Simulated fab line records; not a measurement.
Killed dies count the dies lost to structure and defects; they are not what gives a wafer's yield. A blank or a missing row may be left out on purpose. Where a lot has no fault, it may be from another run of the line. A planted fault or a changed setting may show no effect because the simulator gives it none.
fab line records	flow nand_harc
record lots=5	wafers=15	last_day=24
route steps=1159 shown P_M2@320 END@1159
lots that met no fault: taken from a fault-free run of the same line
start_h: the number of hours between the record's first day and the start of the first shown wafer of the lot	wait_h: hours since the lot's step before	" identical to the entry in the row above	L1.1+2: a row that stands for several wafers	- no value, or no start given	* or withheld: withheld	< > ~ a bound
route shown NAME@n: a module of which the file shows steps, and the number in the route of the first	usual: average and standard deviation across the fault-free wafers	same: alike in all rows	chamber/n: place in a boat	sites: each site's reading	_std_site: their standard deviation	_edge_site: inner sites' mean taken away from outer sites' mean	radius_mm: how far each site lies from the wafer's centre	mask NAME#n: copy n	behind: the tool/chamber that last shaped the wafer	hold: why the lot was held/for how many hours/how that ended	device: the n, p or np transistor that did not switch	end of line: the same wafers' tests at the end of the route	for a step that has no rows: nothing shown but its recipe	killed: dies that structure and defects cost at the first sort, which is not the same as the wafer's yield	map: shows each die of a wafer: x if killed, . if not, _ if none is there
set.NAME: the run value of the setting; set.NAME@STEP: its run value at that earlier step	model.NAME: the simulator's own value behind a step, which no gauge read
lots at selected steps of the route; one table per step, one row per wafer
services: from which hour (start_h, from the record's first day; less than 0 if before it) a tool's chamber was out of use, for how many hours, and why
## steps
# step NHARC_P_M2_HMDS_02
# recipe time_s=30
# step NHARC_P_M2_COAT_34
# recipe temp_c=200	time_s=65
# step NHARC_P_M2_COAT_03
# recipe spin_rpm=1500	resist_thk_nm=90
# step NHARC_P_M2_SOFTBAKE_04
# recipe temp_c=105	time_s=55
# step NHARC_P_M2_EBR_05
# step NHARC_P_M2_EXPOSE_06
# recipe na=1.35	target_cd_nm=170	dose_mj=80.78	mask_id=P_M2
# step NHARC_P_M2_PEB_07
# recipe peb_temp_c=100	peb_time_s=65
# step NHARC_P_M2_DEVELOP_08
# recipe develop_time_s=35	dev_temp_c=23
# step NHARC_P_M2_CD_MEAS_09
# recipe target_cd_nm=170	landing_energy_ev=500
# usual cd_nm=170.2/0.56
lot.wafer	tool	chamber	start_h	wait_h	cd_nm
L717.1	cd_sem-02	0	143.28	-	171.2
L717.2	"	0	"	"	170.7
L717.3	"	0	"	"	171.3
L722.2	cd_sem-03	0	170.24	-	169.8
L722.4	"	0	"	"	168.3
L722.5	"	0	"	"	169.2
L724.3	cd_sem-01	0	201.00	-	171.2
L724.5	"	0	"	"	170.5
L724.6	"	0	"	"	170.1
L728.1	cd_sem-03	0	215.94	-	169.9
L728.2	"	0	"	"	169.7
L728.5	"	0	"	"	170.8
L735.1	cd_sem-03	0	250.94	-	170.3
L735.3	"	0	"	"	170.0
L735.5	"	0	"	"	170.3
# step NHARC_P_M2_OVL_MEAS_10
# recipe pitch_nm=340
# usual overlay_x_nm=-0.1/0.77	overlay_y_nm=0.0/0.71
lot.wafer	tool	chamber	start_h	wait_h	overlay_x_nm	overlay_y_nm
L717.1	overlay-01	-	143.37	-	-1.2	-1.4
L717.2	"	-	"	"	-1.1	-1.3
L717.3	"	-	"	"	-1.1	-1.2
L722.2	overlay-02	-	170.33	-	0.7	0.5
L722.4	"	-	"	"	0.5	0.8
L722.5	"	-	"	"	0.7	0.5
L724.3	overlay-01	-	201.08	-	0.8	-1.0
L724.5	"	-	"	"	0.1	-1.0
L724.6	"	-	"	"	0.0	-0.7
L728.1	overlay-02	-	216.02	-	0.6	1.4
L728.2	"	-	"	"	-0.1	0.7
L728.5	"	-	"	"	0.5	1.7
L735.1	overlay-01	-	251.03	-	0.6	0.0
L735.3	"	-	"	"	0.5	-0.3
L735.5	"	-	"	"	0.4	-0.2
# step NHARC_P_M2_INSPECT_11
# usual raw_defect_count=3.8/2.3
lot.wafer	tool	chamber	start_h	wait_h	raw_defect_count
L717.1	defect_inspect-02	-	143.41	0.0	2
L717.2	"	-	"	"	3
L717.3	"	-	"	"	2
L722.2	defect_inspect-01	-	170.37	0.0	2
L722.4	"	-	"	"	3
L722.5	"	-	"	"	3
L724.3	defect_inspect-01	-	201.12	0.0	6
L724.5	"	-	"	"	13
L724.6	"	-	"	"	6
L728.1	defect_inspect-02	-	216.06	0.0	2
L728.2	"	-	"	"	2
L728.5	"	-	"	"	0
L735.1	defect_inspect-02	-	251.07	0.0	7
L735.3	"	-	"	"	3
L735.5	"	-	"	"	6
# step NHARC_P_M2_DESCUM_14
# recipe time_s=3	o2_flow_sccm=200	ar_flow_sccm=0	bias_power_w=0	chemistry=O2
# usual drypump_motor_current_A=5.7/0.41	oes_product_au=1.001/0.0096	rf_vpp_V=58.0/0.86	showerhead_plenum_p_Torr=1.96/0.078	throttle_valve_pct=11.312/0.0094
lot.wafer	tool	chamber	start_h	wait_h	drypump_motor_current_A	oes_product_au	rf_hours_counter_h	rf_vpp_V	showerhead_plenum_p_Torr	throttle_valve_pct
L717.3	rie_diel-03	2	143.47	0.1	5.6	0.998	3	56.7	2.02	11.311
L717.1	"	3	"	"	5.8	0.987	4	59.7	2.03	11.319
L717.2	"	1	"	"	5.2	1.013	3	57.8	1.82	11.300
L722.4	rie_diel-03	1	170.43	0.1	5.2	0.999	4	57.4	1.82	11.297
L722.2	"	0	"	"	5.6	0.995	5	58.7	1.95	11.321
L722.5	"	2	"	"	5.7	1.010	-	57.3	2.02	11.308
L724.3	rie_diel-12	2	201.19	0.1	6.4	1.018	27	58.7	2.05	11.316
L724.5	"	1	"	"	6.2	1.006	-	57.1	1.99	11.313
L724.6	"	2	"	"	6.3	1.021	-	58.4	2.05	11.313
L728.2	rie_diel-12	0	216.13	0.1	5.4	1.006	1	58.0	1.90	11.318
L728.1	"	2	"	"	6.3	0.986	2	57.7	2.05	11.314
L728.5	"	3	"	"	5.2	1.006	-	58.2	2.02	11.314
L735.3	rie_diel-12	1	251.13	0.1	6.2	0.998	6	58.3	1.99	11.316
L735.1	"	3	"	"	5.2	0.991	6	58.9	2.01	11.321
L735.5	"	1	"	"	6.2	0.991	-	58.4	1.99	11.315
# step NHARC_P_M2_ETCH_35
# recipe target_depth_a=400	overetch_a=120	time_s=43.94	ion_energy_ev=200	n2_flow_sccm=150	h2_flow_sccm=150	ar_flow_sccm=0	rf_w=400	bias_w=150	chemistry=N2/H2
# usual bias_w=150.0/0.43	drypump_motor_current_A=5.7/0.4	oes_product_au=0.999/0.0088	rf_vpp_V=432.0/2.5	run_length_s=65.4/0.56	showerhead_plenum_p_Torr=2.10/0.084	throttle_valve_pct=14.171/0.01
lot.wafer	tool	chamber	start_h	wait_h	bias_w	drypump_motor_current_A	oes_product_au	rf_hours_counter_h	rf_vpp_V	run_length_s	showerhead_plenum_p_Torr	throttle_valve_pct
L717.3	rie_diel-03	1	143.56	0.1	150.9	5.2	1.010	3	427.7	65.9	1.94	14.160
L717.1	"	2	"	"	150.6	5.7	1.002	3	433.4	65.9	2.16	14.164
L717.2	"	0	"	"	149.8	5.6	0.997	4	432.3	64.9	2.07	14.172
L722.2	rie_diel-03	0	170.51	0.1	-	5.6	1.000	5	431.5	54.7	2.07	14.161
L722.4	"	1	"	"	-	5.2	1.007	4	428.8	55.6	1.94	14.143
L722.5	"	1	"	"	150.5	5.2	1.012	-	428.7	65.5	1.94	14.181
L724.3	rie_diel-12	1	201.45	0.3	150.0	6.2	1.007	26	433.2	65.4	2.12	14.191
L724.5	"	3	"	"	150.3	5.2	0.996	-	433.8	65.1	2.15	14.162
L724.6	"	0	"	"	150.4	5.4	0.997	-	429.5	64.6	2.03	14.173
L728.2	rie_diel-12	1	216.28	0.1	149.0	6.2	0.987	2	433.3	65.3	2.12	14.174
L728.1	"	2	"	"	150.0	6.3	0.998	2	434.2	64.8	2.19	14.163
L728.5	"	0	"	"	149.5	5.4	1.005	-	428.3	64.8	2.02	14.173
L735.3	rie_diel-12	1	251.21	0.1	150.2	6.2	1.003	6	432.6	65.3	2.12	14.188
L735.1	"	2	"	"	149.6	6.3	1.005	7	434.7	65.0	2.19	14.183
L735.5	"	2	"	"	149.4	6.3	0.999	-	435.5	64.8	2.19	14.166
# step NHARC_P_M2_ETCH_15
# recipe target_depth_a=1825	time_s=91.2	c4f8_flow_sccm=withheld	ar_flow_sccm=400	rf_w=600	bias_w=300	chemistry=C4F8/Ar
# usual bias_w=300.1/0.93	oes_product_au=0.941/0.023	rf_vpp_V=442.1/2.7	run_length_s=112.7/0.5
lot.wafer	tool	chamber	start_h	wait_h	bias_w	oes_product_au	rf_hours_counter_h	rf_vpp_V	run_length_s
L717.1	rie_diel-03	3	-	-	298.9	0.928	4	444.6	113.5
L717.3	"	0	"	"	300.3	0.921	4	441.2	112.5
L717.2	"	2	"	"	300.1	0.930	3	444.0	113.0
L722.2	rie_diel-03	0	-	-	301.2	0.924	5	442.5	112.2
L722.4	"	1	"	"	301.0	0.939	5	438.6	113.3
L722.5	"	1	"	"	300.4	0.929	-	439.4	112.8
L724.3	rie_diel-12	3	-	-	300.1	0.915	29	443.9	112.2
L724.6	"	1	"	"	300.2	0.931	-	445.4	112.8
L724.5	"	2	"	"	300.6	0.941	-	445.1	112.3
L728.2	rie_diel-12	0	-	-	300.4	0.945	1	439.8	112.3
L728.1	"	1	"	"	299.1	0.935	2	441.8	112.8
L728.5	"	3	"	"	299.9	0.944	-	442.8	112.1
L735.3	rie_diel-12	3	-	-	299.9	0.927	6	444.5	112.6
L735.1	"	1	"	"	299.8	0.927	6	442.8	113.1
L735.5	"	3	"	"	298.6	0.936	-	444.4	112.4
# step NHARC_END_SORT_01
# recipe temp_c=25
# usual defect_limited_yield=95.2/1.3	killed_at_array=29/9.4	killed_at_other=0.7/1.3	killed_at_periphery=2.9/2.1	killed_dies=32/9	killed_open=3.3/1.8	killed_short=1.9/1.4	sort_bin_2_pct=1.4/0.53	sort_bin_3_pct=0.28/0.21	sort_bin_4_pct=3.1/0.91	sort_n_pass=645/9	sort_rim_yield_pct=97.4/1.7	sort_yield_pct=95.2/1.3
# same gross_dies=677	sort_bin_5_pct[%]=0	sort_bin_6_pct[%]=0	sort_bin_7_pct[%]=0	sort_bin_8_pct[%]=0	sort_rim_n_gross=106.00
lot.wafer	tool	chamber	start_h	wait_h	defect_limited_yield[%]	killed_at_array	killed_at_other	killed_at_periphery	killed_dies	killed_open	killed_short	sort_bin_2_pct[%]	sort_bin_3_pct[%]	sort_bin_4_pct[%]	sort_n_pass	sort_rim_yield_pct[%]	sort_yield_pct[%]
L717.1	prober-02	0	486.97	2.5	96.6	21	0	2	23	3	1	1.6	0	1.8	654	98.1	96.6
L717.2	prober-02	0	487.77	2.8	95.1	29	1	3	33	1	3	1.3	0.44	3.1	644	96.2	95.1
L717.3	prober-02	0	488.57	3.1	95.6	26	0	4	30	4	2	1.5	0.15	2.8	647	94.3	95.6
L722.2	prober-02	0	496.27	2.8	97.0	19	0	1	20	2	1	0.7	0.30	1.9	657	96.2	97.0
L722.4	prober-02	0	497.85	3.4	96.5	22	0	2	24	3	3	1.2	0.44	1.9	653	99.1	96.5
L722.5	prober-02	0	498.64	3.7	96.2	23	0	3	26	3	1	0.7	0.44	2.7	651	100.0	96.2
L724.3	prober-01	0	504.84	3.1	96.0	21	0	6	27	2	0	1.0	0.59	2.4	650	96.2	96.0
L724.5	prober-01	0	506.43	3.7	94.2	34	0	5	39	4	0	1.9	0.30	3.5	638	91.5	94.2
L724.6	prober-01	0	507.23	4.0	95.1	27	0	6	33	4	4	1.5	0.44	3.0	644	98.1	95.1
L728.1	prober-02	0	555.74	2.5	94.2	37	0	2	39	2	2	1.6	0.44	3.7	638	99.1	94.2
L728.2	prober-02	0	556.54	2.8	92.9	46	0	2	48	5	0	3.0	0.30	3.8	629	96.2	92.9
L728.5	prober-02	0	558.93	3.7	93.9	39	0	2	41	1	2	1.8	0.44	3.8	636	100.0	93.9
L735.1	prober-01	0	571.44	2.5	91.9	52	0	3	55	1	0	2.4	0.89	4.9	622	100.0	91.9
L735.3	prober-01	0	573.04	3.1	92.2	52	0	1	53	1	2	2.1	0.30	5.5	624	97.2	92.2
L735.5	prober-01	0	574.64	3.7	92.5	48	0	3	51	4	1	2.4	0.44	4.7	626	99.1	92.5
# killed by level:class
L717.1 A_CHANNEL_HOLE_D1:chamber_film_flake=13 A_STAIRCASE:chamber_film_flake=3 P_M0:geometric_particle:open=2 A_CONTACT:chamber_film_flake=2 A_WL_FILL:geometric_particle:short=1 A_CONTACT:geometric_particle:open=1 A_ZERO_WELL:chamber_film_flake=1
L717.2 A_CHANNEL_HOLE_D1:chamber_film_flake=15 A_STAIRCASE:chamber_film_flake=5 A_CONTACT:chamber_film_flake=3 A_CONTACT:geometric_particle:short=2 A_WL_FILL:chamber_film_flake=2 P_GATE:geometric_particle:short=1 A_CONTACT:geometric_particle:open=1 P_STI:chamber_film_flake=1
L717.3 A_CHANNEL_HOLE_D1:chamber_film_flake=10 A_CONTACT:chamber_film_flake=5 A_STAIRCASE:chamber_film_flake=4 P_M0:geometric_particle:short=2 A_ZERO_WELL:chamber_film_flake=2 P_M0:geometric_particle:open=1 A_CONTACT:geometric_particle:open=1 A_BLC:geometric_particle:open=1
L722.2 A_CHANNEL_HOLE_D1:chamber_film_flake=8 A_CONTACT:chamber_film_flake=6 P_CONTACT:geometric_particle:open=1 A_SGD_CUT:geometric_particle:short=1 A_M1:geometric_particle:open=1 A_ZERO_WELL:chamber_film_flake=1 A_CHANNEL_FILL_D1:chamber_film_flake=1 A_STAIRCASE:chamber_film_flake=1
L722.4 A_CHANNEL_HOLE_D1:chamber_film_flake=11 A_CONTACT:chamber_film_flake=3 A_ONON_D1:geometric_particle:open=2 A_STAIRCASE:chamber_film_flake=2 P_M0:geometric_particle:open=1 A_SOURCE_PLATE:geometric_particle:short=1 A_SGD_CUT:geometric_particle:short=1 A_WL_FILL:geometric_particle:short=1
L722.5 A_CHANNEL_HOLE_D1:chamber_film_flake=14 A_CONTACT:chamber_film_flake=5 A_CHANNEL_FILL_D1:geometric_particle:open=2 P_CONTACT:geometric_particle:open=1 P_CONTACT:geometric_particle:short=1 P_ZERO_WELL:chamber_film_flake=1 A_STAIRCASE:chamber_film_flake=1 A_SLIT:chamber_film_flake=1
L724.3 A_SLIT:chamber_film_flake=9 A_CHANNEL_HOLE_D1:chamber_film_flake=6 P_ZERO_WELL:chamber_film_flake=3 P_STI:chamber_film_flake=2 A_ZERO_WELL:chamber_film_flake=2 P_GATE:geometric_particle:open=1 A_WL_FILL:geometric_particle:open=1 A_STAIRCASE:chamber_film_flake=1
L724.5 A_SLIT:chamber_film_flake=15 A_SGD_CUT:chamber_film_flake=9 A_ONON_D1:geometric_particle:open=3 P_ZERO_WELL:chamber_film_flake=3 A_STAIRCASE:chamber_film_flake=3 A_CHANNEL_HOLE_D1:chamber_film_flake=2 P_GATE:geometric_particle:open=1 P_GATE:chamber_film_flake=1
L724.6 A_SLIT:chamber_film_flake=15 A_SGD_CUT:chamber_film_flake=3 A_WL_FILL:geometric_particle:short=2 P_ZERO_WELL:chamber_film_flake=2 P_M0:geometric_particle:open=1 A_ONON_D1:geometric_particle:short=1 A_ONON_D1:geometric_particle:open=1 A_SGD_CUT:geometric_particle:short=1
L728.1 A_SLIT:chamber_film_flake=17 A_CHANNEL_HOLE_D1:chamber_film_flake=15 A_CONTACT:chamber_film_flake=3 P_M0:geometric_particle:open=1 P_M0:geometric_particle:short=1 A_ONON_D1:geometric_particle:open=1 A_M0:geometric_particle:short=1
L728.2 A_SLIT:chamber_film_flake=21 A_CHANNEL_HOLE_D1:chamber_film_flake=13 A_CONTACT:chamber_film_flake=7 P_M0:geometric_particle:open=2 A_CHANNEL_HOLE_D1:geometric_particle:open=1 A_SGD_CUT:geometric_particle:open=1 A_CONTACT:geometric_particle:open=1 A_WL_FILL:chamber_film_flake=1
L728.5 A_SLIT:chamber_film_flake=17 A_CHANNEL_HOLE_D1:chamber_film_flake=12 A_CONTACT:chamber_film_flake=5 A_BLC:chamber_film_flake=2 P_M1:geometric_particle:short=1 A_ONON_D1:geometric_particle:open=1 A_WL_FILL:geometric_particle:short=1 P_M2:chamber_film_flake=1
L735.1 A_CHANNEL_HOLE_D1:chamber_film_flake=28 A_SLIT:chamber_film_flake=22 A_M0:geometric_particle:open=1 P_ZERO_WELL:chamber_film_flake=1 P_STI:chamber_film_flake=1 P_GATE:chamber_film_flake=1 A_WL_FILL:chamber_film_flake=1
L735.3 A_CHANNEL_HOLE_D1:chamber_film_flake=24 A_SLIT:chamber_film_flake=24 P_GATE:geometric_particle:open=1 A_CHANNEL_FILL_D1:geometric_particle:short=1 A_M0:geometric_particle:short=1 A_STAIRCASE:chamber_film_flake=1 A_CONTACT:chamber_film_flake=1
L735.5 A_CHANNEL_HOLE_D1:chamber_film_flake=24 A_SLIT:chamber_film_flake=20 P_ZERO_WELL:chamber_film_flake=2 P_M1:geometric_particle:open=1 A_CHANNEL_HOLE_D1:geometric_particle:open=1 A_SGD_CUT:geometric_particle:open=1 A_BLC:geometric_particle:open=1 A_M0:geometric_particle:short=1
## services
tool	chamber	start_h	hours	kind
rie_diel-12	0	132.43	-	clean
rie_diel-12	1	132.43	-	clean
rie_diel-12	2	132.43	-	clean
rie_diel-12	3	132.43	-	clean
rie_diel-03	2	154.61	3.8	repair
rie_diel-12	0	156.93	-	clean
rie_diel-12	1	156.93	-	clean
rie_diel-12	2	156.93	-	clean
rie_diel-12	3	156.93	-	clean
rie_diel-03	3	161.90	2.7	repair
rie_diel-12	0	181.69	-	clean
rie_diel-12	1	181.69	-	clean
rie_diel-12	2	181.69	-	clean
rie_diel-12	3	181.69	-	clean
rie_diel-12	-	202.40	9.0	pm
rie_diel-12	0	202.40	9.0	vent_cycle
rie_diel-12	1	202.40	9.0	vent_cycle
rie_diel-12	2	202.40	9.0	vent_cycle
rie_diel-12	3	202.40	9.0	vent_cycle
rie_diel-12	0	211.40	-	clean
rie_diel-12	1	211.40	-	clean
rie_diel-03	-	215.30	9.0	pm
rie_diel-12	3	225.81	4.9	repair
rie_diel-03	0	248.75	3.0	repair
## key
first_sign step=NHARC_P_M2_ETCH_35	reading=run_length_s	direction=down	sigmas=18	usual=*	struck=*
effect none on later readings
met_at NHARC_P_M2_ETCH_35
struck_wafers L722.2,L722.4
onset_between 143.56 170.51
fault kind=process_parameter_drift	tool=rie_diel-03	chamber=-	onset_h=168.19	steps=NHARC_P_M2_ETCH_35	channel=time_s	offset=*	shape=step	end_h=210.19	scope=struck_wafers_only	acts_in=*	stated=*
